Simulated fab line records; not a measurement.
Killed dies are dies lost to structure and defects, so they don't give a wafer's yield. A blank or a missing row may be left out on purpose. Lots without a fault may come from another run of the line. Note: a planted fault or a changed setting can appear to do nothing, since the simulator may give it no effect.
A struck lot beside a sound one :: flow n5-finfet :: 39 out of 1938 route steps
Sound: these wafers, L692.3, L692.4, L692.5. The struck wafers were L681.2, L681.3, L681.4. The cause is given at the end.
Per side, at each step with rows, come the tool, then ch with its chambers, and then its first start. Under that, the readings that differ: sound wafers :: struck wafers :: difference of the means :: sigmas: that difference in standard deviations of wafers without a fault.
alike: readings with means less than 2 such deviations apart, plus words and numbers identical on both sides. not compared: withheld readings, readings lacking a value on some wafer, bounds such as >300 that could conceal the same value, and numbers that have no deviation in the record and whose values overlap.
A row with sigmas, a row that says differs or no value, or rows on one side alone: a step with any of these is where the two part. Numbers that don't overlap but have no deviation are shown without sigmas and don't part them. Lack of a reading on every wafer of one side parts them only where that side has two or more wafers.

first, 9 steps without rows for these wafers: N5_BEOL_M4_ANNEAL_95 (time 240 s); N5_BEOL_M4_SPUTTER_96 (material Cu, target thk 4.5 nm, time 8.29 s); N5_BEOL_M4_ECD_50 (material Cu, target thk 300 nm); N5_BEOL_M4_ANNEAL_51 (time 90 s); N5_BEOL_M4_CMP_52 (polishes, stops on SiOC, t overpolish 6.8 s, target thk 40 nm); N5_BEOL_M4_PRE_CLEAN_60 (time 15 s); N5_BEOL_M4_CO_CAP_55 (material Co, precursor CCTBA/H2, target thk 2 nm, time 102.1 s); N5_BEOL_M4_PRE_CLEAN_56 (time 15 s); N5_BEOL_M4_DEP_57 (deposits SiCN from 3MS/NH3, target thk 8 nm, time 14 s).
N5_BEOL_M4_RC_MEAS_101:
  sound on prober-01 ch 0, day 12 03:05; struck on prober-02 ch 0, day 9 10:51
  alike: DIBL_N, DIBL_P, IOFF_N, IOFF_P, ION_N, ION_P, SS_N, SS_P, VT_N, VT_P
then, 24 steps without rows for these wafers: N5_BEOL_M5_ILD_DEP_00 (deposits SiCOH lowk from DEMS/porogen, target thk 140.64 nm, time 25.9 s); N5_BEOL_M5_CURE_79 (cures SiCOH lowk, time 240 s); N5_BEOL_M5_PECVD_70 (deposits SiO2 from TEOS/O2, target thk 16 nm, time 18 s); N5_BEOL_M5_HM_DEP_02 (deposits TiN, target thk 20 nm); N5_BEOL_M5_COAT_59 (time 60 s, resist thk 60 nm); N5_BEOL_M5_COAT_60 (time 60 s, resist thk 12 nm); N5_BEOL_M5_COAT_71 (time 60 s, resist thk 5 nm); N5_BEOL_M5_COAT_05 (resist thk 30 nm); N5_BEOL_M5_EBR_07; N5_BEOL_M5_SOFTBAKE_06 (time 60 s); N5_BEOL_M5_EXPOSE_08 (exposes mask M5, target cd 28 nm); N5_BEOL_M5_PEB_09 (peb time 60 s); N5_BEOL_M5_DEVELOP_10 (develop time 30 s); N5_BEOL_M5_DESCUM_16 (chemistry O2, time 7 s); N5_BEOL_M5_ETCH_72 (etches underlayer in N2/H2, target depth 6.5 nm, time 5.2 s); N5_BEOL_M5_ETCH_61 (etches SiARC in CF4, target depth 15.6 nm, time 26 s); N5_BEOL_M5_ETCH_62 (etches SOC in N2/H2, target depth 75 nm, overetch 15 nm, time 112.5 s); N5_BEOL_M5_STRIP_63 (strips in N2/H2); N5_BEOL_M5_STRIP_73 (strips in N2/H2); N5_BEOL_M5_STRIP_64 (strips in CF4); N5_BEOL_M5_HM_OPEN_17 (chemistry Cl2/BCl3, target TiN, target depth 20 nm, overetch 6 nm); N5_BEOL_M5_STRIP_19 (strips in O2); N5_BEOL_M5_COAT_65 (time 60 s, resist thk 60 nm); N5_BEOL_M5_COAT_66 (time 60 s, resist thk 12 nm).
N5_BEOL_M6_HM_OPEN_17: chemistry Cl2/BCl3, target TiN, target depth 20 nm, overetch 6 nm.
  sound on rie-metal-01 ch 0,1, day 12 19:27; struck on rie-metal-01 ch 0,1, day 10 00:12
reading: model.etch.depth-nm (nm)
sound: 19.63 19.69 19.71
struck: 14.19 14.55 14.18
difference: -5.37
sigmas: 

reading: model.SOC_of_BEOL_M6_COAT_59.thk-nm (nm)
sound: 92 91.6 92
struck: 95.4 95.2 95.6
difference: +3.5
sigmas: 
  alike: drypump-motor-current-A, oes_ar_750_au, oes-product-au, rf-fwd-power-W, throttle-valve-pct
  not compared: rf-hours-counter-h
N5_BEOL_M6_VIA_ETCH_34: etches SiCOH lowk in C4F6/O2, target depth 126.3 nm, time 50.9 s.
  sound on rie-diel-05 ch 0,1,2, day 12 22:13; struck on rie-diel-05 ch 0,1,2, day 10 01:41
reading: oes-product-au (a.u.)
sound: 0.77 0.71 0.93
struck: 0.28 0.30 0.37
difference: -0.49
sigmas: -5
  alike: drypump-motor-current-A, oes_ar_750_au, rf-fwd-power-W, rf-vpp-V, showerhead-plenum-p-Torr, throttle-valve-pct
  not compared: rf-hours-counter-h
N5_BEOL_M6_OCD_MEAS_38:
  sound: ocd-02 at day 12 22:28; struck: ocd-01 at day 10 01:56
  not compared: trench-depth-nm
N5_BEOL_M6_CD_MEAS_35: target cd 40 nm, target cd y 28 nm.
  sound: cd-sem-01 at day 12 22:38; struck: cd-sem-01 at day 10 02:06
reading: cd-nm (nm)
sound: 40.0 39.7 40.2
struck: - - -
difference: no value on the struck wafers
sigmas: 
-- record jumps: 3 days separate the struck wafers' starts on either side; left off in module BEOL_M6, taken up again in module PASSIVATION, whose first shown step is the route's number 1936 --
N5_PASSIVATION_PROBE_49:
  sound: prober-02 at day 16 10:11; struck: prober-02 at day 13 12:36
reading: defect-limited-yield (%)
sound: 89.7 92.3 90.6
struck: 0 0 0
difference: -91
sigmas: -61

reading: killed_at_M4_up
sound: 17 15 19
struck: 1106 1120 1114
difference: +1096
sigmas: +99 or more

reading: killed-dies
sound: 121 91 111
struck: 1180 1180 1180
difference: +1072
sigmas: +60

reading: killed-on-rim
sound: 12 14 15
struck: 152 152 152
difference: +138
sigmas: +33

reading: sort_bin_5_function (%)
sound: 6.6 4.2 5.6
struck: 97.2 97.5 96.9
difference: +91.7
sigmas: +92

reading: sort-n-pass
sound: 1059 1089 1069
struck: 0 0 0
difference: -1072
sigmas: -60

reading: sort-yield-pct (%)
sound: 89.7 92.3 90.6
struck: 0 0 0
difference: -91
sigmas: -61
  alike: killed_at_M0_to_M3, killed-at-contacts, killed-at-front-end, killed-at-other, killed-open, killed-short, sort_bin_4_leakage, sort_bin_6_memory

## WHERE THEY PART
First at N5_BEOL_M6_VIA_ETCH_34; last, within this record, at N5_PASSIVATION_PROBE_49.

WHY: what the simulator had put in
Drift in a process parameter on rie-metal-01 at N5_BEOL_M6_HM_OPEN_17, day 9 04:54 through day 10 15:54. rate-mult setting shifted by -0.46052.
